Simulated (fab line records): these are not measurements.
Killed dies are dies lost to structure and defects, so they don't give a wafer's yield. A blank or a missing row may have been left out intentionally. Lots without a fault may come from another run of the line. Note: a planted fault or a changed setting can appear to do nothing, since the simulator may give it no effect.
Which tool did it?    flow nandHarc    Sampling: 24 lots, 72 wafers, 5 of 1159 route steps

WHAT THE GAUGES READ, wafer by wafer
NHARC_P_M0_OVL_MEAS_10: pitch 180 nm.
lot   measured      on          overlayXNm (nm)  overlayYNm (nm)
L074  day 5 12:01   overlay-01  0.3 0.6 -0.3     -0.1 -0.4 0.3
L075  day 6 06:49   overlay-02  0.8 0.9 1.2      1.3 0.7 1.1
L077  day 6 10:03   overlay-02  -0.2 -0.2 -0.5   0.9 0.1 0.8
L076  day 6 10:43   overlay-02  -0.3 -0.3 -0.6   -2.3 -2.0 -1.8
L078  day 6 20:59   overlay-02  0.6 0.4 0.3      0.8 1.0 0.6
L079  day 6 20:38   overlay-01  -0.9 -0.2 -0.3   -0.5 0.0 -0.3
L080  day 7 09:34   overlay-01  -0.3 0.1 0.3     0.4 -0.2 -0.2
L081  day 7 12:00   overlay-01  0.8 1.5 0.5      0.4 0.0 0.5
L082  day 7 22:28   overlay-02  -0.1 0.0 -0.1    -0.1 0.5 0.1
L084  day 8 13:08   overlay-01  2.3 2.0 2.2      0.5 0.0 0.5
L083  day 8 13:46   overlay-01  -0.3 -0.1 0.3    0.5 0.2 -0.3
L085  day 9 04:47   overlay-02  -1.1 -0.5 -0.6   0.9 1.2 0.7
L087  day 9 10:13   overlay-02  0.9 0.6 -0.2     0.5 -0.3 0.0
L086  day 9 10:53   overlay-02  0.7 0.3 0.3      1.3 1.1 1.1
L088  day 9 14:13   overlay-02  0.7 0.7 0.2      0.6 0.1 0.5
L089  day 10 02:00  overlay-02  0.3 0.2 -0.2     1.1 0.8 1.3
L090  day 10 03:19  overlay-02  -0.4 -1.1 -1.2   -1.2 -1.2 -1.1
L091  day 10 05:46  overlay-01  -1.3 -0.9 -0.5   -1.2 -0.7 -0.4
L092  day 10 06:00  overlay-02  1.5 1.5 2.0      1.4 1.4 1.2
L093  day 10 17:11  overlay-01  -0.8 -1.0 -0.7   -0.8 -1.3 -1.1
L095  day 10 17:58  overlay-02  0.0 -0.1 0.1     0.6 0.6 0.8
L094  day 10 18:20  overlay-01  0.0 -0.1 -0.4    1.1 1.0 1.3
L096  day 11 05:40  overlay-01  -1.2 -0.9 -1.2   0.1 0.3 0.0
L097  day 11 08:52  overlay-02  -0.6 -0.7 -0.3   -0.7 -0.2 -0.4

NHARC_P_M1_INSPECT_11.
lot   measured      on                rawDefectCount
L074  day 5 16:08   defectInspect-01  4 4 3
L075  day 6 10:55   defectInspect-01  8 1 3
L077  day 6 13:59   defectInspect-01  6 2 4
L076  day 6 14:47   defectInspect-02  0 1 0
L078  day 7 01:05   defectInspect-02  4 5 6
L079  day 7 00:44   defectInspect-02  5 3 3
L080  day 7 13:39   defectInspect-01  6 12 8
L081  day 7 16:07   defectInspect-02  6 1 4
L082  day 8 02:33   defectInspect-02  1 1 4
L084  day 8 17:17   defectInspect-02  5 4 3
L083  day 8 17:52   defectInspect-02  1 5 6
L085  day 9 08:46   defectInspect-02  3 4 8
L087  day 9 14:31   defectInspect-01  3 4 2
L086  day 9 15:25   defectInspect-01  2 3 3
L088  day 9 18:11   defectInspect-02  3 2 1
L089  day 10 06:06  defectInspect-02  7 4 6
L090  day 10 07:38  defectInspect-02  2 6 3
L091  day 10 09:52  defectInspect-01  8 7 5
L092  day 10 10:07  defectInspect-01  12 7 7
L093  day 10 21:28  defectInspect-02  1 5 4
L095  day 10 22:08  defectInspect-02  6 3 3
L094  day 10 22:35  defectInspect-02  4 3 5
L096  day 11 09:49  defectInspect-02  5 1 4
L097  day 11 12:55  defectInspect-02  3 6 5

WHICH TOOL RAN EACH LOT (tool, then ch and the chambers of the sampled wafers, then the start)
lot   NHARC_P_GATE_ETCH_32             NHARC_P_GATE_DESCUM_61             NHARC_P_M0_PRE_CLEAN_31
L074  rieSi-03 ch 1,2, day 4 10:12     rieDiel-09 ch 0,1, day 4 23:31     pecvd-04 ch 0,2, day 5 14:41
L075  rieSi-06 ch 0,2,3, day 5 01:46   rieDiel-10 ch 1,2,3, day 5 15:04   pecvd-03 ch 0,1, day 6 09:28
L077  rieSi-06 ch 0,3, day 5 03:47     rieDiel-09 ch 0,1,3, day 5 17:10   pecvd-02 ch 0,1,2, day 6 12:42
L076  rieSi-03 ch 0,2, day 5 04:05     rieDiel-07 ch 2,3, day 5 17:49     pecvd-03 ch 0,1,2, day 6 13:23
L078  rieSi-03 ch 1,2,3, day 5 16:41   rieDiel-07 ch 2,3, day 6 06:39     pecvd-04 ch 1,2, day 6 23:38
L079  rieSi-06 ch 0,1,3, day 5 17:01   rieDiel-07 ch 0,1,3, day 6 06:35   pecvd-03 ch 0,1,2, day 6 23:17
L080  rieSi-03 ch 0,1,3, day 6 07:32   rieDiel-07 ch 0,1,3, day 6 22:44   pecvd-03 ch 0,1, day 7 12:11
L081  rieSi-04 ch 1,3, day 6 11:58     rieDiel-10 ch 0,2, day 7 01:32     pecvd-04 ch 1,2, day 7 14:41
L082  rieSi-04 ch 0,2,3, day 6 19:29   rieDiel-07 ch 2,3, day 7 08:58     pecvd-02 ch 0,1,2, day 8 01:06
L084  rieSi-03 ch 1,2, day 7 05:59     rieDiel-09 ch 0,3, day 7 19:13     pecvd-02 ch 0,1, day 8 15:50
L083  rieSi-06 ch 1,3, day 7 06:46     rieDiel-09 ch 1,3, day 7 19:44     pecvd-03 ch 0,1,2, day 8 16:24
L085  rieSi-04 ch 0,1,3, day 8 04:01   rieDiel-07 ch 0,1,3, day 8 17:01   pecvd-03 ch 1,2, day 9 07:26
L087  rieSi-03 ch 0,1, day 8 04:38     rieDiel-07 ch 0,2, day 8 18:04     pecvd-02 ch 0,1, day 9 12:56
L086  rieSi-06 ch 0,2, day 8 04:59     rieDiel-10 ch 0,1,2, day 8 18:51   pecvd-03 ch 0,2, day 9 13:59
L088  rieSi-04 ch 1,2,3, day 8 14:11   rieDiel-07 ch 1,2,3, day 9 03:32   pecvd-03 ch 0,2, day 9 16:52
L089  rieSi-03 ch 0,1,3, day 8 21:22   rieDiel-07 ch 1,2,3, day 9 10:49   pecvd-04 ch 0,1, day 10 04:40
L090  rieSi-04 ch 1,2, day 8 22:13     rieDiel-07 ch 1,2,3, day 9 11:29   pecvd-03 ch 0,2, day 10 05:59
L091  rieSi-03 ch 0,3, day 9 02:34     rieDiel-07 ch 2,3, day 9 15:47     pecvd-03 ch 1,2, day 10 08:25
L092  rieSi-04 ch 1,2,3, day 9 02:38   rieDiel-10 ch 0,2,3, day 9 17:00   pecvd-04 ch 0,1,2, day 10 08:41
L093  rieSi-04 ch 1,2,3, day 9 17:18   rieDiel-07 ch 0,1,2, day 10 06:34  pecvd-02 ch 0,2, day 10 20:08
L095  rieSi-06 ch 0,2,3, day 9 17:31   rieDiel-09 ch 0,1,2, day 10 07:02  pecvd-03 ch 0,1,2, day 10 20:41
L094  rieSi-03 ch 0,1,2, day 9 17:41   rieDiel-09 ch 0,2,3, day 10 07:12  pecvd-04 ch 1,2, day 10 21:07
L096  rieSi-04 ch 0,1,2, day 10 03:27  rieDiel-09 ch 0,3, day 10 16:46    pecvd-04 ch 0,1,2, day 11 08:24
L097  rieSi-03 ch 0,1,2, day 10 06:44  rieDiel-07 ch 0,1,3, day 10 22:27  pecvd-02 ch 0,1,2, day 11 11:35
- NHARC_P_GATE_ETCH_32: etches the open film in HBr/Cl2, target depth 150 nm, time 100.1 s.
- NHARC_P_GATE_DESCUM_61: chemistry O2, time 3 s.
- NHARC_P_M0_PRE_CLEAN_31: time 12 s.

AS READ BY THE TOOLS THEMSELVES (means over the sampled wafers that have a number; for cases with no such wafer, the mark the record gives instead)
NHARC_P_GATE_ETCH_32.
lot   tool      drypumpMotorCurrentA (A)  heBacksideLeakSccm (sccm)  oesProductAu (a.u.)  throttleValvePct (%)
L074  rieSi-03  5.6                       2.6                        1.000                26.408
L075  rieSi-06  5.9                       2.6                        0.994                26.396
L077  rieSi-06  5.7                       2.6                        0.995                26.406
L076  rieSi-03  5.9                       2.7                        0.975                26.412
L078  rieSi-03  5.7                       2.7                        1.000                26.423
L079  rieSi-06  5.6                       2.6                        0.995                26.410
L080  rieSi-03  5.5                       2.4                        1.003                26.406
L081  rieSi-04  5.9                       2.5                        0.991                26.396
L082  rieSi-04  5.7                       2.7                        0.996                26.397
L084  rieSi-03  5.9                       3.0                        0.981                26.404
L083  rieSi-06  5.9                       2.5                        0.998                26.402
L085  rieSi-04  5.9                       2.7                        0.994                26.408
L087  rieSi-03  5.3                       2.5                        0.991                26.405
L086  rieSi-06  5.6                       2.8                        0.985                26.398
L088  rieSi-04  5.7                       2.8                        1.006                26.393
L089  rieSi-03  5.5                       2.6                        0.984                26.404
L090  rieSi-04  5.6                       2.7                        1.018                26.419
L091  rieSi-03  5.5                       3.1                        1.002                26.404
L092  rieSi-04  5.7                       2.7                        1.016                26.399
L093  rieSi-04  5.7                       2.7                        1.005                26.404
L095  rieSi-06  5.9                       2.6                        1.013                26.407
L094  rieSi-03  5.6                       3.2                        0.989                26.405
L096  rieSi-04  5.8                       2.7                        1.011                26.410
L097  rieSi-03  5.6                       2.7                        0.985                26.401

NHARC_P_GATE_DESCUM_61.
lot   tool        drypumpMotorCurrentA (A)  oesProductAu (a.u.)  rfVppV (V)  showerheadPlenumPTorr (Torr)  throttleValvePct (%)
L074  rieDiel-09  5.9                       0.991                57.1        1.97                          11.297
L075  rieDiel-10  5.8                       0.987                57.0        1.84                          11.317
L077  rieDiel-09  5.6                       1.001                57.8        1.99                          11.308
L076  rieDiel-07  5.8                       1.000                57.2        1.90                          11.318
L078  rieDiel-07  5.7                       1.008                57.6        1.85                          11.308
L079  rieDiel-07  6.2                       1.001                58.3        1.95                          11.320
L080  rieDiel-07  6.2                       0.998                57.8        1.95                          11.300
L081  rieDiel-10  6.2                       0.986                57.8        1.87                          11.305
L082  rieDiel-07  5.7                       1.006                57.2        1.85                          11.321
L084  rieDiel-09  5.7                       1.007                57.3        2.00                          11.309
L083  rieDiel-09  5.5                       1.012                57.2        1.97                          11.309
L085  rieDiel-07  6.2                       0.995                58.3        1.94                          11.313
L087  rieDiel-07  5.8                       1.001                58.4        1.87                          11.314
L086  rieDiel-10  6.2                       0.992                58.0        1.98                          11.305
L088  rieDiel-07  5.9                       1.005                57.8        1.88                          11.318
L089  rieDiel-07  5.9                       1.003                56.9        1.88                          11.310
L090  rieDiel-07  5.9                       1.000                58.6        1.87                          11.301
L091  rieDiel-07  5.8                       1.009                57.6        1.89                          11.312
L092  rieDiel-10  5.9                       0.987                57.5        2.01                          11.309
L093  rieDiel-07  6.0                       0.999                57.8        1.90                          11.304
L095  rieDiel-09  5.8                       0.994                58.2        1.99                          11.317
L094  rieDiel-09  5.6                       1.006                58.5        2.02                          11.316
L096  rieDiel-09  5.4                       1.013                58.7        2.00                          11.317
L097  rieDiel-07  6.2                       0.986                57.8        1.94                          11.315

NHARC_P_M0_PRE_CLEAN_31.
lot   tool      heaterPowerW (W)  susceptorTempC (C)
L074  pecvd-04  598               369.88
L075  pecvd-03  705               370.18
L077  pecvd-02  659               369.95
L076  pecvd-03  641               369.95
L078  pecvd-04  566               369.84
L079  pecvd-03  685               369.99
L080  pecvd-03  668               369.77
L081  pecvd-04  711               370.14
L082  pecvd-02  651               369.98
L084  pecvd-02  699               369.88
L083  pecvd-03  707               370.06
L085  pecvd-03  646               369.96
L087  pecvd-02  670               369.96
L086  pecvd-03  660               369.97
L088  pecvd-03  737               370.10
L089  pecvd-04  674               370.19
L090  pecvd-03  743               370.00
L091  pecvd-03  707               369.93
L092  pecvd-04  663               370.14
L093  pecvd-02  617               370.14
L095  pecvd-03  677               369.99
L094  pecvd-04  639               370.02
L096  pecvd-04  672               369.94
L097  pecvd-02  691               369.93

THE ANSWER, worked out from the rows above alone
Rule: what is usual is taken from the lots themselves. Put in order of their means at a reading, lots are off if they are a third of the lots or fewer, leave a main group of 4 or more, and stand apart from it by a gap of 3 or more times the standard deviation of the main group's means; of several such gaps the widest counts. A main group whose means are all the same, to the digits that the tables above print for the reading, isn't used. A lot without any number at a reading at which 4 lots or more have one is off too. Where the step has rows for the other lots, those lots are counted as sound. Order of review: gauges by route order, followed by the tools' own readings, for which a lot's mean as printed above is used. At the first step where some lot is off, the reading lying furthest off is the one used; lots without a number count as furthest.
No lot is off on any of the readings shown, so nothing can be concluded from this.

WHAT THE SIMULATOR PUT IN
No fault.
